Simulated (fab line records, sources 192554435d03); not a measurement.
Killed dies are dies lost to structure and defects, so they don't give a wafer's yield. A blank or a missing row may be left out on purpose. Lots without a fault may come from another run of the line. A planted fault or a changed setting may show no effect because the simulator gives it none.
fab line records | flow n5_finfet
record lots=8 wafers=24 last_day=16
route steps=1938 shown BEOL_M4@1111 BEOL_M7@1279 PASSIVATION@1936
lots that met no fault: from a run of the same line without faults
start_h: hours from the record's first day to the start of the lot's first wafer shown | wait_h: hours since the lot's step before | " the same as in the row above | L1.1+2: a row that stands for several wafers | - no value, or no start given | * or withheld: withheld | < > ~ a bound
route shown NAME@n: a module of which the file shows steps, and the number in the route of the first | usual: mean/standard deviation of fault-free wafers | same: alike in all rows | chamber/n: place in a boat | sites: the reading at each site | _std_site: their standard deviation | _edge_site: outer sites' mean less inner sites' | radius_mm: how far each site lies from the wafer's centre | mask NAME#n: copy n | behind: the tool/chamber that last shaped the wafer | hold: why the lot was held/for how many hours/how that ended | device: the transistor (n, p or np) that didn't switch | end of line: the same wafers' tests at the end of the route | a step without rows: its recipe alone | killed: dies lost to structure and defects at the first sort, not the wafer's yield | map: a wafer's dies, x killed, . not, _ none there
set.NAME: the setting as run; set.NAME@STEP: as run at that earlier step | model.NAME: the simulator's own value behind a step, which no gauge read
steps of the route over a sample of lots; a table a step, a row a wafer
services: from which hour (start_h, from the record's first day; less than 0 if before it) a tool's chamber was out of use, for how many hours, and why
## steps
# step N5_BEOL_M4_RC_MEAS_101
# usual DIBL_N=35.9/1.6 DIBL_P=35.6/2.1 IOFF_N=0.149/0.029 IOFF_P=0.20/0.033 ION_N=671/11 ION_P=460/7.3 SS_N=71.4/0.62 SS_P=73.2/0.65 VT_N=251/3.1 VT_P=-251/3.4
# columns lot.wafer tool chamber start_h wait_h DIBL_N[mV/V] DIBL_P[mV/V] IOFF_N[nA/um] IOFF_P[nA/um] ION_N[uA/um] ION_P[uA/um] SS_N[mV/dec] SS_P[mV/dec] VT_N[mV] VT_P[mV]
L308.3 prober-01 0 230.72 0.3 36.8 37.4 0.169 0.20 676 460 71.2 72.9 247 -252
L308.4 " 0 " " 38.7 39.8 0.216 0.25 690 467 72.4 74.5 246 -249
L308.6 " 0 " " 37.9 38.5 0.199 0.23 692 472 71.8 74.5 245 -250
L310.2 prober-02 0 233.70 0.2 37.6 37.5 0.173 0.20 676 456 71.4 73.9 248 -255
L310.3 " 0 " " 37.4 37.5 0.169 0.19 675 458 71.1 73.7 248 -254
L310.5 " 0 " " 33.8 32.5 0.115 0.14 655 450 70.4 72.9 251 -256
L309.2 prober-01 0 236.49 0.2 37.3 35.7 0.166 0.25 657 460 72.1 73.9 250 -248
L309.4 " 0 " " 34.3 32.8 0.124 0.20 670 469 70.5 72.4 252 -249
L309.5 " 0 " " 36.1 35.5 0.151 0.24 660 459 71.3 73.4 250 -249
L313.1 prober-01 0 257.33 0.0 37.1 35.7 0.152 0.18 673 462 71.7 73.0 252 -253
L313.5 " 0 " " 37.1 36.3 0.158 0.19 670 464 72.0 73.3 250 -253
L313.6 " 0 " " 37.4 37.6 0.155 0.20 677 460 72.0 73.9 251 -250
L314.2 prober-02 0 257.76 0.2 36.0 33.6 0.126 0.16 662 457 71.7 72.8 252 -255
L314.5 " 0 " " 37.8 36.3 0.148 0.20 673 454 71.1 73.7 251 -251
L314.6 " 0 " " 35.8 34.2 0.125 0.17 663 459 71.1 73.1 254 -252
L316.1 prober-02 0 277.04 0.0 35.2 34.7 0.118 0.16 661 454 71.2 73.4 254 -257
L316.3 " 0 " " 36.1 35.8 0.131 0.18 667 457 71.2 73.6 255 -252
L316.4 " 0 " " 35.1 34.6 0.127 0.16 680 464 70.7 73.3 251 -255
L318.1 prober-01 0 283.36 0.0 35.7 34.9 0.132 0.20 672 465 72.0 73.4 254 -250
L318.2 " 0 " " 33.7 32.6 0.110 0.17 651 454 70.9 72.2 254 -249
L318.3 " 0 " " 36.3 35.9 0.150 0.21 664 453 71.7 73.2 252 -248
L320.2 prober-02 0 300.61 0.2 36.8 35.2 0.157 0.21 681 468 70.7 73.0 253 -250
L320.4 " 0 " " 38.7 38.1 0.199 0.26 683 467 71.9 73.8 245 -244
L320.5 " 0 " " 39.1 38.4 0.213 0.27 697 475 72.5 74.2 244 -248
# step N5_BEOL_M7_DESCUM_16
# recipe chemistry=O2 time_s=7.9 source_power_w=50 bias_power_w=20 pressure_mtorr=20 rf_frequency_hz=2.712e+07 temp_c=40 resist=CAR-ArF o2_flow_sccm=225
# usual drypump_motor_current_A=5.7/0.44 oes_product_au=0.76/0.099 rf_vpp_V=242.9/1.4 showerhead_plenum_p_Torr=2.09/0.063 throttle_valve_pct=20.54/0.3
# columns lot.wafer tool chamber start_h wait_h drypump_motor_current_A oes_product_au rf_hours_counter_h rf_vpp_V showerhead_plenum_p_Torr throttle_valve_pct
L310.2 rie_diel-04 2 254.07 0.1 5.7 0.71 207 243.7 2.17 20.22
L310.3 " 0 " " 4.7 0.67 225 239.8 1.99 20.74
L310.5 " 0 " " 4.7 0.67 - 241.9 1.99 20.73
L308.3 rie_diel-01 0 254.27 0.2 5.3 0.95 15 244.0 2.15 20.57
L308.4 " 2 " " 6.3 0.70 189 243.7 2.10 20.71
L308.6 " 1 " " 6.0 0.85 - 243.0 2.11 19.96
L309.2 rie_diel-03 2 257.50 0.2 5.5 0.72 193 240.7 2.00 20.75
L309.4 " 1 " " 5.7 0.72 206 243.8 2.09 20.77
L309.5 " 2 " " 5.5 0.71 - 242.2 2.00 20.76
L314.2 rie_diel-04 0 283.08 0.0 4.7 0.66 233 241.0 1.99 20.73
L314.5 " 0 " " 4.7 0.66 - 242.2 1.99 20.75
L314.6 " 3 " " 5.9 0.69 - 242.9 2.07 21.01
L313.1 rie_diel-04 3 283.37 0.2 5.9 0.68 248 243.6 2.07 21.00
L313.5 " 1 " " 6.0 0.90 - 242.4 2.04 20.22
L313.6 " 2 " " 5.7 0.70 - 243.9 2.16 20.24
L316.1 rie_diel-01 0 300.50 0.4 5.3 0.92 30 245.6 2.15 20.59
L316.3 " 2 " " 6.3 0.69 204 242.7 2.09 20.74
L316.4 " 1 " " 6.0 0.84 67 242.2 2.10 19.99
L318.1 rie_diel-04 0 308.19 0.0 4.7 0.66 242 241.2 1.99 20.76
L318.2 " 1 " " 6.1 0.90 42 243.8 2.04 20.22
L318.3 " 3 " " 5.9 1.02 1 241.9 2.07 20.72
L320.2 rie_diel-04 3 321.74 0.0 5.9 0.99 4 242.6 2.07 20.71
L320.4 " 0 " " 4.7 0.66 245 241.3 1.99 20.76
L320.5 " 3 " " 6.0 0.99 - 241.8 2.07 20.70
# step N5_BEOL_M7_DESCUM_33
# recipe chemistry=O2 time_s=7 source_power_w=50 bias_power_w=20 pressure_mtorr=20 rf_frequency_hz=2.712e+07 temp_c=40 resist=CAR-EUV o2_flow_sccm=225
# usual drypump_motor_current_A=5.7/0.4 oes_product_au=0.76/0.098 rf_vpp_V=242.9/1.1 showerhead_plenum_p_Torr=2.09/0.064 throttle_valve_pct=20.57/0.26
# columns lot.wafer tool chamber start_h wait_h drypump_motor_current_A oes_product_au rf_hours_counter_h rf_vpp_V showerhead_plenum_p_Torr throttle_valve_pct
L308.3 rie_diel-01 2 255.78 0.0 6.2 0.70 189 241.5 2.10 20.71
L308.4 " 0 " " 5.3 0.95 16 244.2 2.15 20.56
L308.6 " 0 " " 5.3 0.94 - 244.3 2.15 20.57
L310.2 rie_diel-03 3 256.06 0.1 5.2 0.73 204 245.0 2.18 20.72
L310.3 " 2 " " 5.5 0.72 192 241.5 2.00 20.74
L310.5 " 0 " " 5.6 0.72 - 244.0 2.18 20.74
L309.2 rie_diel-01 0 259.48 0.0 5.3 0.95 17 244.4 2.15 20.56
L309.4 " 2 " " 6.3 0.70 190 244.2 2.10 20.71
L309.5 " 3 " " 5.8 0.71 - 242.3 2.01 20.54
L314.2 rie_diel-01 2 284.22 0.0 6.2 0.69 198 244.1 2.09 20.73
L314.5 " 2 " " 6.3 0.70 - 242.4 2.09 20.73
L314.6 " 3 " " 5.8 0.70 - 242.1 2.01 20.53
L313.1 rie_diel-03 1 284.60 0.2 5.7 0.71 214 242.2 2.09 20.78
L313.5 " 0 " " 5.7 0.70 - 244.6 2.17 20.76
L313.6 " 1 " " 5.8 0.72 - 243.0 2.09 20.78
L316.1 rie_diel-03 2 303.62 0.0 5.5 0.71 206 242.3 1.99 20.75
L316.3 " 3 " " 5.2 0.72 218 243.0 2.17 20.73
L316.4 " 1 " " 5.8 0.71 220 242.1 2.09 20.78
L318.1 rie_diel-03 1 310.46 0.0 5.8 0.71 223 241.5 2.08 20.79
L318.2 " 0 " " 5.7 0.70 187 243.3 2.17 20.78
L318.3 " 3 " " 5.2 0.72 220 243.8 2.17 20.76
L320.2 rie_diel-03 0 324.11 0.0 5.7 0.70 192 244.0 2.17 20.78
L320.4 " 3 " " 5.3 0.71 225 244.1 2.17 20.75
L320.5 " 3 " " 5.3 0.71 - 242.6 2.17 20.76
# step N5_BEOL_M7_ETCH_66
# recipe chemistry=N2/H2 target=SOC target_depth_a=800 overetch_a=160 mask_material=SiARC temp_c=40 time_s=120 ion_energy_ev=200 pressure_mtorr=30 source_w=840 bias_w=150 n2_flow_sccm=200 h2_flow_sccm=200
# usual bias_w=150.0/0.47 chamber_pressure_mTorr=29.998/0.027 drypump_motor_current_A=5.7/0.4 oes_product_au=0.58/0.067 rf_vpp_V=523.6/2.3 showerhead_plenum_p_Torr=2.53/0.079 throttle_valve_pct=17.88/0.25
# columns lot.wafer tool chamber start_h wait_h bias_w chamber_pressure_mTorr drypump_motor_current_A oes_product_au rf_hours_counter_h rf_vpp_V showerhead_plenum_p_Torr throttle_valve_pct
L308.3 rie_diel-01 2 255.86 0.0 - - - - - - - -
L308.4 " 0 " " - - - - - - - -
L308.6 " 0 " " - - - - - - - -
L310.2 rie_diel-03 3 256.14 0.0 - - - - - - - -
L310.3 " 2 " " - - - - - - - -
L310.5 " 0 " " - - - - - - - -
L309.2 rie_diel-01 0 259.56 0.0 - - - - - - - -
L309.4 " 2 " " - - - - - - - -
L309.5 " 3 " " - - - - - - - -
L314.2 rie_diel-01 2 284.30 0.0 150.0 29.970 6.3 0.55 198 522.8 2.53 18.05
L314.5 " 2 " " 150.3 30.022 6.3 0.55 - 523.4 2.53 18.07
L314.6 " 3 " " 150.5 30.034 5.7 0.54 - 521.4 2.42 17.85
L313.1 rie_diel-03 1 284.68 0.0 150.4 30.035 5.8 0.55 214 522.4 2.51 18.02
L313.5 " 0 " " 149.7 30.002 5.7 0.54 - 526.9 2.65 18.17
L313.6 " 1 " " 150.2 30.040 5.8 0.55 - 523.3 2.51 18.02
L316.1 rie_diel-03 2 303.70 0.0 150.0 30.029 5.5 0.55 206 520.4 2.41 18.12
L316.3 " 3 " " 149.5 29.967 5.2 0.55 218 526.6 2.61 17.89
L316.4 " 1 " " 149.8 29.958 5.8 0.55 220 523.6 2.51 18.02
L318.1 rie_diel-03 1 310.54 0.0 149.7 30.000 5.8 0.54 223 523.1 2.51 18.05
L318.2 " 0 " " 150.3 29.994 5.7 0.54 187 527.0 2.65 18.16
L318.3 " 3 " " 150.6 30.009 5.2 0.54 220 525.6 2.61 17.91
L320.2 rie_diel-03 0 324.19 0.0 150.6 29.991 5.7 0.54 192 525.0 2.65 18.19
L320.4 " 3 " " 149.1 29.994 5.3 0.55 225 526.0 2.61 17.89
L320.5 " 3 " " 150.0 29.953 5.2 0.55 - 525.1 2.61 17.91
# step N5_BEOL_M7_VIA_ETCH_34
# recipe chemistry=C4F6/O2 target=SiCOH_lowk target_depth_a=1255 mask_material=SOC taper_deg=4 time_s=50.5 ion_energy_ev=250 pressure_mtorr=30 source_w=345 bias_w=185 Ar_flow_sccm=300 C4F6_flow_sccm=10 O2_flow_sccm=10
# usual C4F6_flow_sccm=9.997/0.026 O2_flow_sccm=10.000/0.027 drypump_motor_current_A=5.7/0.4 oes_product_au=0.76/0.097 rf_vpp_V=661/10 showerhead_plenum_p_Torr=2.84/0.083 throttle_valve_pct=20.98/0.25
# columns lot.wafer tool chamber start_h wait_h C4F6_flow_sccm O2_flow_sccm drypump_motor_current_A oes_product_au rf_hours_counter_h rf_vpp_V showerhead_plenum_p_Torr throttle_valve_pct
L308.3 rie_diel-01 2 255.96 0.0 10.023 10.025 6.3 0.27 189 647 2.82 20.86
L308.4 " 0 " " 9.988 10.040 5.3 0.35 16 645 2.88 20.67
L308.6 " 0 " " 9.966 9.997 5.3 0.35 - 643 2.88 20.66
L310.2 rie_diel-03 3 256.24 0.0 9.921 10.018 5.2 0.28 204 665 2.96 21.09
L310.3 " 2 " " 9.989 9.962 5.5 0.27 192 646 2.74 21.12
L310.5 " 0 " " 10.027 10.006 5.7 0.27 - 666 2.95 21.04
L309.2 rie_diel-01 0 259.66 0.0 9.943 10.021 5.3 0.34 17 644 2.88 20.68
L309.4 " 2 " " 9.975 10.004 6.3 0.27 191 647 2.82 20.87
L309.5 " 3 " " 10.029 9.989 5.8 0.27 - 663 2.71 20.72
L314.2 rie_diel-01 2 284.40 0.0 9.993 9.993 6.3 0.70 198 650 2.82 21.05
L314.5 " 2 " " 9.938 10.046 6.3 0.70 - 649 2.82 21.04
L314.6 " 3 " " 10.008 9.962 5.8 0.69 - 663 2.71 20.87
L313.1 rie_diel-03 1 284.78 0.0 10.038 10.020 5.8 0.72 214 665 2.84 21.19
L313.5 " 0 " " 9.985 9.986 5.7 0.71 - 667 2.95 21.20
L313.6 " 1 " " 9.989 10.002 5.7 0.72 - 666 2.84 21.21
L316.1 rie_diel-03 2 303.80 0.0 10.013 9.995 5.5 0.71 206 645 2.73 21.28
L316.3 " 3 " " 9.968 10.016 5.2 0.71 218 664 2.95 21.23
L316.4 " 1 " " 10.024 9.972 5.7 0.71 220 665 2.84 21.20
L318.1 rie_diel-03 1 310.64 0.0 10.015 10.020 5.8 0.71 223 666 2.84 21.19
L318.2 " 0 " " 9.959 10.019 5.7 0.70 187 665 2.94 21.23
L318.3 " 3 " " 9.990 10.045 5.3 0.72 220 664 2.95 21.25
L320.2 rie_diel-03 0 324.29 0.0 9.967 9.950 5.7 0.69 192 665 2.94 21.24
L320.4 " 3 " " 9.994 10.002 5.3 0.72 225 663 2.95 21.27
L320.5 " 3 " " 10.012 10.006 5.2 0.72 - 665 2.95 21.25
# step N5_BEOL_M7_ETCH_41
# recipe chemistry=CH3F/O2 target=SiCN target_depth_a=319 taper_deg=2 time_s=57.8 ion_energy_ev=120 mask_material=TiN pressure_mtorr=30 source_w=395 bias_w=75 Ar_flow_sccm=150 CH3F_flow_sccm=30 O2_flow_sccm=20
# usual CH3F_flow_sccm=30.01/0.093 O2_flow_sccm=19.99/0.056 drypump_motor_current_A=5.7/0.39 oes_product_au=0.76/0.097 rf_vpp_V=297.2/1.4 showerhead_plenum_p_Torr=1.99/0.061 throttle_valve_pct=16.42/0.24
# columns lot.wafer tool chamber start_h wait_h CH3F_flow_sccm O2_flow_sccm drypump_motor_current_A oes_product_au rf_hours_counter_h rf_vpp_V showerhead_plenum_p_Torr throttle_valve_pct
L308.3 rie_diel-01 2 - - 30.10 20.03 6.2 0.70 190 296.8 1.99 16.47
L308.4 " 0 " " 29.92 19.96 5.3 0.95 16 298.4 2.03 16.22
L308.6 " 0 " " 30.08 19.92 5.3 0.95 - 297.7 2.03 16.24
L310.2 rie_diel-03 3 - - 30.06 20.02 5.3 0.73 204 298.2 2.08 16.67
L310.3 " 2 " " 30.03 19.88 5.5 0.72 192 296.3 1.92 16.66
L310.5 " 0 " " 30.04 20.01 5.7 0.71 - 299.2 2.08 16.62
L309.2 rie_diel-01 0 - - 29.93 20.05 5.3 0.93 17 298.9 2.03 16.24
L309.4 " 2 " " 29.97 19.95 6.3 0.70 191 296.8 1.98 16.49
L309.5 " 3 " " 30.05 20.02 5.8 0.70 - 295.6 1.90 16.33
L314.2 rie_diel-01 2 - - 30.15 19.94 6.3 0.69 199 298.7 1.98 16.49
L314.5 " 2 " " 29.84 19.97 6.3 0.69 - 295.2 1.98 16.51
L314.6 " 3 " " 29.94 19.99 5.8 0.69 - 295.4 1.90 16.35
L313.1 rie_diel-03 1 - - 30.01 19.86 5.8 0.71 214 297.0 2.00 16.61
L313.5 " 0 " " 30.06 20.07 5.7 0.70 - 298.2 2.07 16.63
L313.6 " 1 " " 29.99 19.97 5.8 0.71 - 298.0 2.00 16.62
L316.1 rie_diel-03 2 - - 30.05 20.02 5.5 0.71 206 295.0 1.91 16.69
L316.3 " 3 " " 30.17 20.05 5.2 0.72 218 299.6 2.08 16.70
L316.4 " 1 " " 30.11 20.01 5.7 0.71 220 297.7 1.99 16.61
L318.1 rie_diel-03 1 - - 30.15 20.02 5.8 0.70 223 297.6 1.99 16.62
L318.2 " 0 " " 30.15 19.96 5.6 0.69 187 299.3 2.07 16.65
L318.3 " 3 " " 29.89 19.97 5.2 0.71 220 297.7 2.08 16.71
L320.2 rie_diel-03 0 - - 29.92 19.97 5.7 0.70 192 296.9 2.07 16.66
L320.4 " 3 " " 30.15 19.92 5.2 0.71 225 299.1 2.07 16.71
L320.5 " 3 " " 29.90 19.92 5.2 0.71 - 300.2 2.07 16.73
# step N5_PASSIVATION_PROBE_49
# usual defect_limited_yield=90.9/1.5 killed_at_M0_to_M3=36/9.9 killed_at_M4_up=13/4.5 killed_at_contacts=13/6.4 killed_at_front_end=42/12 killed_at_other=3.4/3 killed_dies=107/18 killed_on_rim=14/4.3 killed_open=69/13 killed_short=35/8.2 sort_bin_5_function=5.3/1.1 sort_bin_6_memory=3.4/0.69 sort_n_pass=1073/18 sort_yield_pct=90.9/1.5
# same gross_dies=1180 killed_at_back_side=0 sort_bin_4_leakage[%]=0 sort_bin_8_speed[%]=0
# columns lot.wafer tool chamber start_h wait_h defect_limited_yield[%] killed_at_M0_to_M3 killed_at_M4_up killed_at_contacts killed_at_front_end killed_at_other killed_dies killed_on_rim killed_open killed_short sort_bin_5_function[%] sort_bin_6_memory[%] sort_n_pass sort_yield_pct[%]
L310.2 prober-01 - 331.63 0.1 0 42 1090 8 38 2 1180 152 82 33 95.8 3.6 0 0
L310.3 prober-01 - 331.68 0.1 0 25 1112 9 33 1 1180 152 67 25 97.2 2.6 0 0
L310.5 prober-01 - 331.78 0.2 0 37 1087 11 44 1 1180 152 66 41 96.5 3.1 0 0
L308.3 prober-02 - 331.68 0.1 0 22 1100 14 43 1 1180 152 62 28 97.3 2.5 0 0
L308.4 prober-02 - 331.73 0.2 0 24 1095 3 56 2 1180 152 63 34 96.2 3.6 0 0
L308.6 prober-02 - 331.83 0.3 0 47 1051 9 70 3 1180 152 94 50 94.7 4.7 0 0
L309.2 prober-01 - 333.62 0.1 0 34 1108 9 28 1 1180 152 52 34 96.6 3.1 0 0
L309.4 prober-01 - 333.72 0.2 0 43 1102 4 29 2 1180 152 58 30 96.7 3.1 0 0
L309.5 prober-01 - 333.77 0.2 0 27 1087 11 52 3 1180 152 57 39 96.3 3.6 0 0
# killed by level:class
L310.2 BEOL_M7:area_etch=1064 BEOL_M4:geometric_particle:open=17 BEOL_M1:geometric_particle:open=9 BEOL_M3:geometric_particle:open=9 FIN_SAQP:geometric_particle:open=8 MOL_CONTACT_COAG:geometric_particle:open=7 FIN_SAQP:geometric_particle:short=5 BEOL_M0:geometric_particle:open=5
L308.3 BEOL_M7:area_etch=1085 FIN_SAQP:geometric_particle:open=12 MOL_CONTACT_COAG:geometric_particle:open=11 BEOL_M3:geometric_particle:open=8 DUMMY_GATE:geometric_particle:open=5 GATE_CUT:geometric_particle:short=5 BEOL_M4:geometric_particle:open=5 DUMMY_GATE:geometric_particle:short=4
L310.3 BEOL_M7:area_etch=1088 BEOL_M4:geometric_particle:open=15 FIN_SAQP:geometric_particle:open=10 BEOL_M1:geometric_particle:open=8 DUMMY_GATE:geometric_particle:open=7 MOL_CONTACT_COAG:geometric_particle:open=7 BEOL_M3:geometric_particle:open=7 FIN_SAQP:geometric_particle:short=5
L308.4 BEOL_M7:area_etch=1082 FIN_SAQP:geometric_particle:open=21 FIN_SAQP:geometric_particle:short=18 BEOL_M1:geometric_particle:open=9 BEOL_M2:geometric_particle:open=5 DUMMY_GATE:geometric_particle:open=4 GATE_CUT:geometric_particle:short=4 BEOL_M4:geometric_particle:open=4
L310.5 BEOL_M7:area_etch=1071 MOL_CONTACT_COAG:geometric_particle:open=10 FIN_SAQP:geometric_particle:open=9 BEOL_M2:geometric_particle:open=9 FIN_SAQP:geometric_particle:short=7 ILD0:geometric_particle:short=7 GATE_CUT:geometric_particle:short=7 BEOL_M3:geometric_particle:open=7
L308.6 BEOL_M7:area_etch=1031 FIN_SAQP:geometric_particle:open=17 BEOL_M3:geometric_particle:open=16 FIN_SAQP:geometric_particle:short=9 BEOL_M0_SAQP:geometric_particle:short=8 BEOL_M1:geometric_particle:open=8 DUMMY_GATE:geometric_particle:open=8 GATE_CUT:geometric_particle:short=7
L309.2 BEOL_M7:area_etch=1091 BEOL_M0_SAQP:geometric_particle:short=12 BEOL_M1:geometric_particle:open=11 MOL_CONTACT_COAG:geometric_particle:open=8 DUMMY_GATE:geometric_particle:open=6 FIN_SAQP:geometric_particle:open=4 STI_FIN_REVEAL:geometric_particle:open=4 DUMMY_GATE:geometric_particle:short=4
L309.4 BEOL_M7:area_etch=1092 BEOL_M1:geometric_particle:open=11 FIN_SAQP:geometric_particle:open=10 FIN_SAQP:geometric_particle:short=9 BEOL_M0_SAQP:geometric_particle:short=9 BEOL_M2:geometric_particle:open=7 BEOL_M0_SAQP:geometric_particle:open=6 BEOL_M3:geometric_particle:open=6
L309.5 BEOL_M7:area_etch=1084 FIN_SAQP:geometric_particle:short=12 STI_FIN_REVEAL:geometric_particle:open=11 DUMMY_GATE:geometric_particle:open=9 BEOL_M0_SAQP:geometric_particle:open=9 MOL_CONTACT_COAG:geometric_particle:open=8 BEOL_M0_SAQP:geometric_particle:short=8 BEOL_M1:geometric_particle:open=6
## services
# columns tool chamber start_h hours kind
rie_diel-04 0 241.77 2.9 repair
rie_diel-03 3 243.02 4.6 repair
rie_diel-04 3 266.66 7.7 repair
rie_diel-04 3 288.44 - clean
rie_diel-04 3 288.44 - consumable_replace:focus_ring
rie_diel-04 3 288.44 14.5 scheduled_down
rie_diel-04 3 288.44 14.5 vent_cycle
rie_diel-03 2 305.25 9.0 repair
rie_diel-01 3 312.30 7.9 repair
rie_diel-01 0 314.42 5.3 repair
## key
first_sign step=N5_BEOL_M7_ETCH_66 reading=tool_record direction=missing
effect step=N5_BEOL_M7_VIA_ETCH_34 reading=oes_product_au direction=down sigmas=4.8 usual=0.76 struck=0.30
effect step=N5_PASSIVATION_PROBE_49 reading=killed_at_M4_up direction=up sigmas=99+ usual=13 struck=1092
more_kills_born_at N5_BEOL_M7_ETCH_66@rie_diel-01=6465 N5_BEOL_M7_ETCH_66@rie_diel-03=3223
met_at N5_BEOL_M7_ETCH_66
struck_lots L308,L309,L310
later_rows_left_out L308.3,L308.4,L308.6,L309.2,L309.4,L309.5,L310.2,L310.3,L310.5
not_acting_at N5_BEOL_M7_DESCUM_16,N5_BEOL_M7_DESCUM_33,N5_BEOL_M7_ETCH_41
fault kind=skipped_step_whole tool=rie_diel-01,rie_diel-03 chamber=- onset_h=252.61 steps=N5_BEOL_M7_ETCH_66 scope=struck_lots_only
# later_rows_left_out: the simulator's readings of these wafers behind a module that went badly wrong aren't trusted and aren't shown, but for the sort
